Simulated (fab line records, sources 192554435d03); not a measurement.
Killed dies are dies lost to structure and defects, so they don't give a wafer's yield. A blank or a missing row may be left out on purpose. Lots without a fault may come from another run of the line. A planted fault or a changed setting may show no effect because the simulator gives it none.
fab line records | flow n5_finfet
record lots=7 wafers=21
route steps=1938 shown BEOL_M0_SAQP@676 BEOL_M0@720 BEOL_M1@751 BEOL_M2@867 BEOL_M4@1070 BEOL_M5@1130
start_h: hours from the record's first day to the start of the lot's first wafer shown | wait_h: hours since the lot's step before | " the same as in the row above | L1.1+2: a row that stands for several wafers | - no value, or no start given | * or withheld: withheld | < > ~ a bound
route shown NAME@n: a module of which the file shows steps, and the number in the route of the first | usual: mean/standard deviation of fault-free wafers | same: alike in all rows | chamber/n: place in a boat | sites: the reading at each site | _std_site: their standard deviation | _edge_site: outer sites' mean less inner sites' | radius_mm: how far each site lies from the wafer's centre | mask NAME#n: copy n | behind: the tool/chamber that last shaped the wafer | hold: why the lot was held/for how many hours/how that ended | device: the transistor (n, p or np) that didn't switch | end of line: the same wafers' tests at the end of the route | a step without rows: its recipe alone | killed: dies lost to structure and defects at the first sort, not the wafer's yield | map: a wafer's dies, x killed, . not, _ none there
set.NAME: the setting as run; set.NAME@STEP: as run at that earlier step | model.NAME: the simulator's own value behind a step, which no gauge read
lots whose settings were changed on purpose; a table a step, a row a wafer
## steps
# step N5_BEOL_M0_SAQP_SPACER2_ALD_26
# recipe material=SiO2 target_thk_a=150 temp_c=300 ald_precursor_family=BDEAS ald_co_reactant=O2-plasma pulse_time_s=1 purge_time_s=2 co_reactant_purge_time_s=2 pressure_torr=2
# columns lot.wafer tool chamber start_h wait_h set.target_thk_a model.SiO2_of_BEOL_M0_SAQP_SPACER2_ALD_26.thk_nm
L075.2+4 ald_sin-01 0,3 124.91 0.1 136.7 13.6
L075.3 " 1 " " 150 15
L080.1 ald_sin-02 3 145.63 1.1 139.1 13.8
L080.2 " 1 " " 139.1 14
L080.6 " 0 " " 150 15
L084.1+6 ald_sin-03 1 191.43 0.5 143.2 14.2
L084.2 " 3 " " 150 15
L085.1+3 ald_sin-01 1,2 229.04 0.1 142 14
L085.4 " 0 " " 150 14.8
L088.1+3 ald_sin-01 3,1 229.72 0.5 150 15
L088.2 " 0 " " 150 14.8
L091.2+4 ald_sin-02 2,3 262.69 3.9 150 15
L091.3 " 1 " " 168.3 16.8
L092.2+6 ald_sin-01 0,2 262.85 3.9 150 15
L092.4 " 3 " " 134.4 13.4
# step N5_BEOL_M0_SAQP_SPACER2_ETCHBACK_27
# recipe chemistry=CHF3/O2 mode=anisotropic_etchback target=SiO2 target_depth_a=225 time_s=11.25 pressure_mtorr=30 source_w=650 bias_w=170 Ar_flow_sccm=200 CHF3_flow_sccm=50 O2_flow_sccm=5 ion_energy_ev=200
# step N5_BEOL_M0_SAQP_MANDREL2_REMOVE_110
# recipe chemistry=HBr/Cl2/O2 bt_time_s=10 target=a-Si stop_on=SiCN endpoint=OES-SiCl over_etch_frac=1 icp_w=600 bias_w=30 HBr_flow_sccm=150 Cl2_flow_sccm=80 O2_flow_sccm=5 pressure_mtorr=10
# columns lot.wafer tool chamber start_h wait_h set.target_thk_a@BEOL_M0_SAQP_SPACER2_ALD_26 model.BEOL_M0_SAQP.cd_nm
L075.2 rie_si-06 3 125.55 0.1 136.7 13.6
L075.3 " 1 " " 150 15
L075.4 " 0 " " 136.7 13.8
L080.1 rie_si-03 1 146.26 0.1 139.1 13.8
L080.2 " 2 " " 139.1 14
L080.6 " 2 " " 150 15.2
L084.1+6 rie_si-06 2,0 192.06 0.1 143.2 14.2
L084.2 " 1 " " 150 15
L085.1 rie_si-03 0 229.68 0.1 142 14.2
L085.3 " 3 " " 142 14
L085.4 " 3 " " 150 14.8
L088.1+2+3 rie_si-06 1,0,3 230.39 0.1 150 15
L091.2+4 rie_si-03 2,1 263.33 0.1 150 15
L091.3 " 0 " " 168.3 16.8
L092.2 rie_si-05 2 263.49 0.1 150 15
L092.4 " 3 " " 134.4 13.4
L092.6 " 0 " " 150 14.8
# step N5_BEOL_M0_SAQP_CD_MEAS_29
# recipe target_cd_nm=14.4 landing_energy_ev=1000 detector=se_inlens
# usual cd_nm=14.96/0.21
# columns lot.wafer tool chamber start_h wait_h set.target_thk_a@BEOL_M0_SAQP_SPACER2_ALD_26 cd_nm
L075.2 cd_sem-03 0 125.66 0.1 136.7 13.58
L075.3 " 0 " " 150 15.04
L075.4 " 0 " " 136.7 13.88
L080.1 cd_sem-01 0 146.37 0.1 139.1 13.68
L080.2 " 0 " " 139.1 13.74
L080.6 " 0 " " 150 15.52
L084.1 cd_sem-02 0 192.17 0.1 143.2 14.04
L084.2 " 0 " " 150 15.29
L084.6 " 0 " " 143.2 14.30
L085.1 cd_sem-03 0 229.79 0.1 142 13.93
L085.3 " 0 " " 142 14.15
L085.4 " 0 " " 150 14.78
L088.1 cd_sem-01 0 230.50 0.1 150 15.00
L088.2 " 0 " " 150 14.86
L088.3 " 0 " " 150 14.93
L091.2 cd_sem-01 0 263.44 0.1 150 14.80
L091.3 " 0 " " 168.3 16.80
L091.4 " 0 " " 150 14.99
L092.2 cd_sem-02 0 263.60 0.1 150 15.13
L092.4 " 0 " " 134.4 13.53
L092.6 " 0 " " 150 14.90
# step N5_BEOL_M0_ETCH_128
# recipe chemistry=CF4/N2 target_depth_a=120 overetch_a=51 target=SiCN time_s=21.4 ion_energy_ev=150 pressure_mtorr=40 source_w=430 bias_w=70 Ar_flow_sccm=100 cf4_flow_sccm=60 n2_flow_sccm=60
# usual rf_vpp_V=383.0/1.6
# columns lot.wafer tool chamber start_h wait_h set.source_w rf_vpp_V
L075.2 rie_diel-04 3 130.50 0.0 430 384.0
L075.3 " 2 " " 430 384.2
L075.4 " 1 " " 430 382.3
L080.1 rie_diel-06 3 149.56 0.0 430 383.6
L080.2 " 2 " " 381.6 400.3
L080.6 " 3 " " 381.6 398.0
L084.1 rie_diel-04 0 215.45 0.1 498.1 366.6
L084.2 " 2 " " 498.1 365.5
L084.6 " 2 " " 498.1 365.3
L085.1 rie_diel-01 1 232.60 0.0 430 381.3
L085.3 " 2 " " 466.9 371.0
L085.4 " 3 " " 466.9 372.7
L088.1 rie_diel-04 2 235.59 0.5 430 382.7
L088.2 " 3 " " 430 383.4
L088.3 " 1 " " 430 380.8
L091.2 rie_diel-04 1 268.71 0.0 430 381.8
L091.3 " 0 " " 430 385.0
L091.4 " 2 " " 430 383.6
L092.2 rie_diel-01 2 270.64 0.0 498.1 360.8
L092.4 " 1 " " 498.1 364.5
L092.6 " 1 " " 430 382.0
# step N5_BEOL_M1_ILD_DEP_00
# recipe material=SiOC target_thk_a=790 temp_c=350 precursor=DEMS/O2 pressure_torr=5 rf_w=500 time_s=15.3
# columns lot.wafer tool chamber start_h wait_h set.time_s model.SiOC_of_BEOL_M1_ILD_DEP_00.thk_nm
L075.2 pecvd-04 0 134.46 0.0 15.3 78.2
L075.3 " 2 " " 15.3 80
L075.4 " 1 " " 16.3 83.6
L080.1 pecvd-02 0 153.92 0.0 15.3 78.2
L080.2 " 2 " " 16.24 83
L080.6 " 0 " " 15.3 78.8
L084.1 pecvd-02 1 218.27 0.0 13.32 68.2
L084.2 " 2 " " 15.3 77.6
L084.6 " 1 " " 13.32 69
L085.1 pecvd-02 2 236.08 0.0 15.3 77.4
L085.3 " 0 " " 13.11 66.2
L085.4 " 2 " " 13.11 66.4
L088.1 pecvd-04 1 240.28 0.1 15.3 77.8
L088.2 " 0 " " 15.3 79
L088.3 " 2 " " 15.3 79.4
L091.2 pecvd-01 2 272.16 0.0 13.55 70
L091.3 " 0 " " 13.55 70.4
L091.4 " 0 " " 15.3 80.6
L092.2 pecvd-02 0 273.86 0.0 15.3 77.4
L092.4 " 2 " " 15.3 78.6
L092.6 " 0 " " 15.3 80
# step N5_BEOL_M1_THK_MEAS_01
# recipe reads=SiOC_of_BEOL_M1_ILD_DEP_00
# usual M1_ILD_THK=78.9/0.93
# columns lot.wafer tool chamber start_h wait_h set.time_s@BEOL_M1_ILD_DEP_00 M1_ILD_THK[nm]
L075.2 film_metro-02 - 134.53 0.1 15.3 78.2
L075.3 " - " " 15.3 80.0
L075.4 " - " " 16.3 83.6
L080.1 film_metro-02 - 154.00 0.1 15.3 78.2
L080.2 " - " " 16.24 83.1
L080.6 " - " " 15.3 78.9
L084.1 film_metro-02 - 218.34 0.0 13.32 68.2
L084.2 " - " " 15.3 77.5
L084.6 " - " " 13.32 69.0
L085.1 film_metro-01 - 236.15 0.0 15.3 77.4
L085.3 " - " " 13.11 66.2
L085.4 " - " " 13.11 66.4
L088.1 film_metro-01 - 240.35 0.0 15.3 77.8
L088.2 " - " " 15.3 79.0
L088.3 " - " " 15.3 79.5
L091.2 film_metro-01 - 272.23 0.1 13.55 70.0
L091.3 " - " " 13.55 70.4
L091.4 " - " " 15.3 80.6
L092.2 film_metro-01 - 273.92 0.1 15.3 77.4
L092.4 " - " " 15.3 78.7
L092.6 " - " " 15.3 80.0
# step N5_BEOL_M1_HM_DEP_02
# recipe material=TiN target_thk_a=200 temp_c=25 chamber_pressure_pa=0.49996
# columns lot.wafer tool chamber start_h wait_h set.target_thk_a model.TiN_of_BEOL_M1_HM_DEP_02.thk_nm
L075.2 pvd_sputter-03 - 135.69 1.1 200 20
L075.3+4 " - " " 185.1 18.8
L080.1+6 pvd_sputter-03 - 155.23 1.2 200 20.4
L080.2 " - " " 200 20.2
L084.1 pvd_sputter-03 - 221.74 3.3 179.9 17.6
L084.2 " - " " 179.9 17.8
L084.6 " - " " 200 19.8
L085.1 pvd_sputter-01 - 236.24 0.0 180.6 17.8
L085.3 " - " " 200 20.2
L085.4 " - " " 180.6 18
L088.1+3 pvd_sputter-01 - 241.41 1.0 200 19.8
L088.2 " - " " 200 19.6
L091.2+3+4 pvd_sputter-03 - 273.37 1.1 179.6 17.8
L092.2 pvd_sputter-03 - 274.65 0.7 200 20.4
L092.4 " - " " 200 20.2
L092.6 " - " " 184.9 18.8
# step N5_BEOL_M1_COAT_61
# recipe resist=SOC temp_c=250 time_s=60 spin_rpm=1500 resist_thk_nm=60
# step N5_BEOL_M1_COAT_62
# recipe resist=SiARC temp_c=220 time_s=60 spin_rpm=1500 resist_thk_nm=12
# step N5_BEOL_M1_STRIP_75
# recipe chemistry=N2/H2 temp_c=40 n2_flow_sccm=200 h2_flow_sccm=200 rf_frequency_hz=6e+07
# step N5_BEOL_M1_STRIP_66
# recipe chemistry=CF4 resist=SiARC power_w=300 bias_power_w=75 pressure_mtorr=50 cf4_flow_sccm=150 rf_frequency_hz=6e+07
# step N5_BEOL_M1_HM_OPEN_17
# recipe chemistry=Cl2/BCl3 target_depth_a=200 overetch_a=60 target=TiN mask_material=SOC ion_energy_ev=150 pressure_mtorr=10 icp_w=1000 bias_w=126 Cl2_flow_sccm=53.25 bcl3_flow_sccm=21.75 Ar_flow_sccm=25
# columns lot.wafer tool chamber start_h wait_h set.target_thk_a@BEOL_M1_HM_DEP_02 model.etch.depth_nm
L075.2 rie_metal-02 1 136.58 0.0 200 20.05
L075.3 " 0 " " 185.1 18.7
L075.4 " 1 " " 185.1 18.79
L080.1 rie_metal-02 0 169.43 0.4 200 20.45
L080.2 " 1 " " 200 20.28
L080.6 " 0 " " 200 20.49
L084.1 rie_metal-03 0 222.58 0.0 179.9 17.64
L084.2 " 1 " " 179.9 17.82
L084.6 " 0 " " 200 19.71
L085.1 rie_metal-03 0 237.00 0.0 180.6 17.87
L085.3 " 1 " " 200 20.11
L085.4 " 0 " " 180.6 17.99
L088.1 rie_metal-03 0 242.18 0.0 200 19.84
L088.2 " 1 " " 200 19.58
L088.3 " 0 " " 200 19.72
L091.2+4 rie_metal-03 1 274.28 0.1 179.6 17.71
L091.3 " 1 " " 179.6 17.85
L092.2 rie_metal-01 0 275.48 0.0 200 20.35
L092.4 " 0 " " 200 20.28
L092.6 " 1 " " 184.9 18.86
# step N5_BEOL_M2_COAT_67
# recipe resist=SOC temp_c=250 time_s=60 spin_rpm=1500 resist_thk_nm=60
# columns lot.wafer tool chamber start_h wait_h set.spin_rpm model.SOC_of_BEOL_M2_COAT_67.thk_nm
L075.2 litho_track-03 0 145.42 0.0 1349 63.2
L075.3 " 0 " " 1500 59.8
L075.4 " 0 " " 1500 60
L080.1+6 litho_track-04 0 213.09 0.0 1438 61.4
L080.2 " 0 " " 1438 61.2
L084.1 litho_track-01 0 233.57 0.0 1500 59.8
L084.2 " 0 " " 1500 59.4
L084.6 " 0 " " 1371 62.6
L085.1+3 litho_track-01 0 246.35 0.0 1500 60
L085.4 " 0 " " 1381 62.4
L088.1+2+3 litho_track-01 0 253.89 0.0 1500 59.6
L092.2+6 litho_track-04 0 285.46 0.0 1500 59.8
L092.4 " 0 " " 1500 59.6
L091.2 litho_track-01 0 287.97 0.0 1424 61.2
L091.3 " 0 " " 1500 59.8
L091.4 " 0 " " 1500 59.6
# step N5_BEOL_M2_EXPOSE_25
# recipe mask_id=V1 na=0.33 source_shape=quasar sigma_inner=0.2 sigma_outer=0.8 polarization=unpolarized defocus_nm=5 dose_mj=63
# columns lot.wafer tool chamber start_h wait_h mask set.dose_mj
L075.2+4 euv_scanner-02 0 145.57 - V1#0 60.83
L075.3 " 0 " " V1#0 63
L080.1+2 euv_scanner-02 0 213.30 - V1#0 63
L080.6 " 0 " " V1#0 67.06
L084.1+2+6 euv_scanner-02 0 233.71 - V1#0 63
L085.1 euv_scanner-01 0 246.62 - V1#0 63
L085.3+4 " 0 " " V1#0 58.99
L088.1+2+3 euv_scanner-02 0 254.03 - V1#0 63
L092.2+4+6 euv_scanner-02 0 285.61 - V1#0 63
L091.2+3+4 euv_scanner-02 0 288.12 - V1#0 63
# step N5_BEOL_M2_PEB_26
# recipe peb_temp_c=100 peb_time_s=60 resist=CAR-EUV
# step N5_BEOL_M2_DEVELOP_27
# recipe develop_time_s=30 developer=TMAH resist=CAR-EUV rinse_liquid=surfactant_rinse dry=air_spin dev_temp_c=23
# step N5_BEOL_M2_CD_MEAS_28
# recipe target_cd_nm=26.2 landing_energy_ev=500 detector=se_inlens target_cd_y_nm=24.1 polarity=opening
# usual cd_nm=26.15/0.22
# columns lot.wafer tool chamber start_h wait_h set.dose_mj@BEOL_M2_EXPOSE_25 cd_nm
L075.2 cd_sem-03 0 145.71 - 60.83 25.65
L075.3 " 0 " " 63 26.34
L075.4 " 0 " " 60.83 25.45
L080.1 cd_sem-02 0 213.45 - 63 26.18
L080.2 " 0 " " 63 26.14
L080.6 " 0 " " 67.06 27.17
L084.1 cd_sem-01 0 233.86 - 63 26.43
L084.2 " 0 " " 63 26.82
L084.6 " 0 " " 63 26.38
L085.1 cd_sem-02 0 246.76 - 63 26.16
L085.3 " 0 " " 58.99 24.75
L085.4 " 0 " " 58.99 24.97
L088.1 cd_sem-01 0 254.17 - 63 25.96
L088.2 " 0 " " 63 25.98
L088.3 " 0 " " 63 26.05
L092.2 cd_sem-01 0 285.74 - 63 26.33
L092.4 " 0 " " 63 26.49
L092.6 " 0 " " 63 26.20
L091.2 cd_sem-03 0 288.26 - 63 26.07
L091.3 " 0 " " 63 26.03
L091.4 " 0 " " 63 25.73
# step N5_BEOL_M2_ALD_98
# recipe material=SiO2 target_thk_a=25 temp_c=100 ald_precursor_family=BDEAS ald_co_reactant=O2-plasma pulse_time_s=1 co_reactant_pulse_time_s=1 purge_time_s=2 co_reactant_purge_time_s=2 ald_cycles=17 pressure_torr=2
# step N5_BEOL_M2_ETCHBACK_99
# recipe chemistry=CHF3 target=SiO2 target_depth_a=50 time_s=10.4 source_w=215 bias_w=47 Ar_flow_sccm=200 CHF3_flow_sccm=12 ion_energy_ev=100 pressure_mtorr=30
# step N5_BEOL_M2_ETCH_70
# recipe chemistry=N2/H2 target=SOC target_depth_a=800 overetch_a=240 mask_material=SiARC temp_c=40 time_s=130 ion_energy_ev=200 pressure_mtorr=30 source_w=840 bias_w=150 n2_flow_sccm=200 h2_flow_sccm=200
# columns lot.wafer tool chamber start_h wait_h set.spin_rpm@BEOL_M2_COAT_67 model.etch.depth_nm
L075.2 rie_diel-06 2 148.76 0.0 1349 63.12
L075.3 " 1 " " 1500 59.81
L075.4 " 0 " " 1500 59.99
L080.1 rie_diel-06 0 224.40 0.0 1438 61.44
L080.2 " 3 " " 1438 61.19
L080.6 " 0 " " 1438 61.31
L084.1 rie_diel-06 0 240.87 0.0 1500 59.85
L084.2 " 3 " " 1500 59.47
L084.6 " 1 " " 1371 62.62
L085.1 rie_diel-01 1 255.31 0.0 1500 59.91
L085.3 " 3 " " 1500 59.94
L085.4 " 0 " " 1381 62.48
L088.1 rie_diel-06 2 255.46 0.0 1500 59.59
L088.2 " 1 " " 1500 59.65
L088.3 " 3 " " 1500 59.55
L092.2 rie_diel-06 1 289.87 0.0 1500 59.84
L092.4 " 2 " " 1500 59.58
L092.6 " 1 " " 1500 59.7
L091.2 rie_diel-04 1 289.93 0.0 1424 61.24
L091.3 " 2 " " 1500 59.88
L091.4 " 0 " " 1500 59.67
# step N5_BEOL_M2_STRIP_71
# recipe chemistry=N2/H2 temp_c=40 n2_flow_sccm=200 h2_flow_sccm=200 rf_frequency_hz=6e+07
# step N5_BEOL_M2_STRIP_78
# recipe chemistry=N2/H2 temp_c=40 n2_flow_sccm=200 h2_flow_sccm=200 rf_frequency_hz=6e+07
# step N5_BEOL_M2_VIA_ETCH_34
# recipe chemistry=C4F6/O2 target_depth_a=694 mask_material=SOC pressure_mtorr=15 ion_energy_ev=250 taper_deg=4 time_s=65.9 source_w=350 bias_w=170 Ar_flow_sccm=300 C4F6_flow_sccm=10 O2_flow_sccm=10
# columns lot.wafer tool chamber start_h wait_h set.spin_rpm@BEOL_M2_COAT_67 model.SOC_of_BEOL_M2_COAT_67.thk_nm
L075.2 rie_diel-06 2 148.87 0.0 1349 54.8
L075.3 " 1 " " 1500 51.6
L075.4 " 0 " " 1500 52
L080.1 rie_diel-06 0 224.51 0.0 1438 53.4
L080.2 " 3 " " 1438 53
L080.6 " 0 " " 1438 53.2
L084.1 rie_diel-06 0 240.98 0.0 1500 51.8
L084.2 " 3 " " 1500 51.2
L084.6 " 1 " " 1371 54.4
L085.1+3 rie_diel-01 1,3 255.42 0.0 1500 51.8
L085.4 " 0 " " 1381 54.2
L088.1 rie_diel-06 2 255.57 0.0 1500 51.2
L088.2+3 " 1,3 " " 1500 51.4
L092.2+6 rie_diel-06 1 289.98 0.0 1500 51.6
L092.4 " 2 " " 1500 51.2
L091.2 rie_diel-04 1 290.03 0.0 1424 53.2
L091.3 " 2 " " 1500 51.8
L091.4 " 0 " " 1500 51.4
# step N5_BEOL_M4_TRENCH_ETCH_37
# recipe chemistry=C4F6/O2 target_depth_a=555.55 target=SiOC time_s=29.2 ion_energy_ev=250 pressure_mtorr=30 source_w=355 bias_w=185 Ar_flow_sccm=300 C4F6_flow_sccm=10 O2_flow_sccm=10
# usual rf_vpp_V=667/8.2
# columns lot.wafer tool chamber start_h wait_h set.bias_w rf_vpp_V model.BEOL_M4.feature_depth_nm model.etch.depth_nm
L075.2 rie_diel-04 3 - - 158.6 599 53.2 53.15
L075.3 " 0 " " 158.6 587 53.6 53.6
L075.4 " 2 " " 185 671 55.4 55.3
L080.1 rie_diel-04 3 - - 210.1 748 58 57.97
L080.2 " 2 " " 210.1 744 57.4 57.43
L080.6 " 1 " " 185 656 55.6 55.59
L084.1 rie_diel-06 1 - - 185 680 56 56.01
L084.2 " 2 " " 185 675 56.2 56.27
L084.6 " 2 " " 185 672 56.2 56.23
L085.1 rie_diel-04 3 - - 185 677 56 55.99
L085.3 " 1 " " 185 657 55.4 55.4
L085.4 " 0 " " 185 664 56.4 56.49
L088.1 rie_diel-06 3 - - 185 661 55.4 55.48
L088.2 " 1 " " 185 678 55.6 55.65
L088.3 " 0 " " 185 653 55.6 55.65
L092.2 rie_diel-04 3 - - 169.2 630 53.2 53.2
L092.4 " 0 " " 169.2 618 53.8 53.88
L092.6 " 3 " " 169.2 630 53.6 53.59
L091.2 rie_diel-06 2 - - 185 671 55.4 55.36
L091.3 " 1 " " 185 679 55.8 55.86
L091.4 " 0 " " 185 652 54.6 54.64
# step N5_BEOL_M5_ETCH_72
# recipe chemistry=N2/H2 target=underlayer target_depth_a=65 mask_material=CAR-EUV time_s=5.2 ion_energy_ev=200 pressure_mtorr=30 source_w=840 bias_w=150 n2_flow_sccm=200 h2_flow_sccm=200 ends=cleared
# usual rf_vpp_V=523.4/2.2
# columns lot.wafer tool chamber start_h wait_h set.bias_w rf_vpp_V
L075.2 rie_diel-05 0 230.58 0.0 142.3 505.6
L075.3 " 0 " " 150 522.3
L075.4 " 2 " " 142.3 503.7
L080.1 rie_diel-03 2 261.77 0.0 164.9 550.4
L080.2 " 1 " " 150 522.9
L080.6 " 3 " " 164.9 558.7
L084.1 rie_diel-03 1 268.65 0.0 126.4 469.3
L084.2 " 0 " " 126.4 474.4
L084.6 " 1 " " 126.4 472.2
L085.1 rie_diel-02 0 291.18 0.0 170 566.4
L085.3 " 3 " " 170 562.3
L085.4 " 1 " " 150 520.5
L088.1 rie_diel-05 3 293.26 0.0 150 526.5
L088.2 " 2 " " 150 524.0
L088.3 " 0 " " 150 524.4
L092.2 rie_diel-05 2 327.28 0.0 150 523.4
L092.4 " 3 " " 150 524.7
L092.6 " 1 " " 150 523.9
L091.2 rie_diel-02 1 332.66 0.0 150 521.5
L091.3 " 0 " " 150 526.9
L091.4 " 2 " " 150 522.7
## key
split step=N5_BEOL_M0_SAQP_SPACER2_ALD_26 setting=target_thk_a stated=150 by=wafer
response step=N5_BEOL_M0_SAQP_SPACER2_ALD_26 reading=model.SiO2_of_BEOL_M0_SAQP_SPACER2_ALD_26.thk_nm change=+0.153 per=1% r=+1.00
response step=N5_BEOL_M0_SAQP_MANDREL2_REMOVE_110 reading=model.BEOL_M0_SAQP.cd_nm change=+0.151 per=1% r=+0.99
response step=N5_BEOL_M0_SAQP_CD_MEAS_29 reading=cd_nm change=+0.166 per=1% r=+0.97
split step=N5_BEOL_M0_ETCH_128 setting=source_w stated=430 by=wafer
response step=N5_BEOL_M0_ETCH_128 reading=rf_vpp_V change=-1.25 per=1% r=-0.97
split step=N5_BEOL_M1_ILD_DEP_00 setting=time_s stated=15.3 by=wafer
response step=N5_BEOL_M1_ILD_DEP_00 reading=model.SiOC_of_BEOL_M1_ILD_DEP_00.thk_nm change=+0.773 per=1% r=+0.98
response step=N5_BEOL_M1_THK_MEAS_01 reading=M1_ILD_THK change=+0.772 per=1% r=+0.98
split step=N5_BEOL_M1_HM_DEP_02 setting=target_thk_a stated=200 by=wafer
response step=N5_BEOL_M1_HM_DEP_02 reading=model.TiN_of_BEOL_M1_HM_DEP_02.thk_nm change=+0.207 per=1% r=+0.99
response step=N5_BEOL_M1_HM_OPEN_17 reading=model.etch.depth_nm change=+0.201 per=1% r=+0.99
split step=N5_BEOL_M2_COAT_67 setting=spin_rpm stated=1500 by=wafer
response step=N5_BEOL_M2_COAT_67 reading=model.SOC_of_BEOL_M2_COAT_67.thk_nm change=-0.325 per=1% r=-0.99
response step=N5_BEOL_M2_ETCH_70 reading=model.etch.depth_nm change=-0.324 per=1% r=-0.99
response step=N5_BEOL_M2_VIA_ETCH_34 reading=model.SOC_of_BEOL_M2_COAT_67.thk_nm change=-0.312 per=1% r=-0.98
split step=N5_BEOL_M2_EXPOSE_25 setting=dose_mj stated=63 by=wafer
response step=N5_BEOL_M2_CD_MEAS_28 reading=cd_nm change=+0.186 per=1% r=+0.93
split step=N5_BEOL_M4_TRENCH_ETCH_37 setting=bias_w stated=185 by=wafer
response step=N5_BEOL_M4_TRENCH_ETCH_37 reading=rf_vpp_V change=+5.99 per=1% r=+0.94
response step=N5_BEOL_M4_TRENCH_ETCH_37 reading=model.BEOL_M4.feature_depth_nm change=+0.147 per=1% r=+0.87
response step=N5_BEOL_M4_TRENCH_ETCH_37 reading=model.etch.depth_nm change=+0.144 per=1% r=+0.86
split step=N5_BEOL_M5_ETCH_72 setting=bias_w stated=150 by=wafer
response step=N5_BEOL_M5_ETCH_72 reading=rf_vpp_V change=+3.27 per=1% r=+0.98
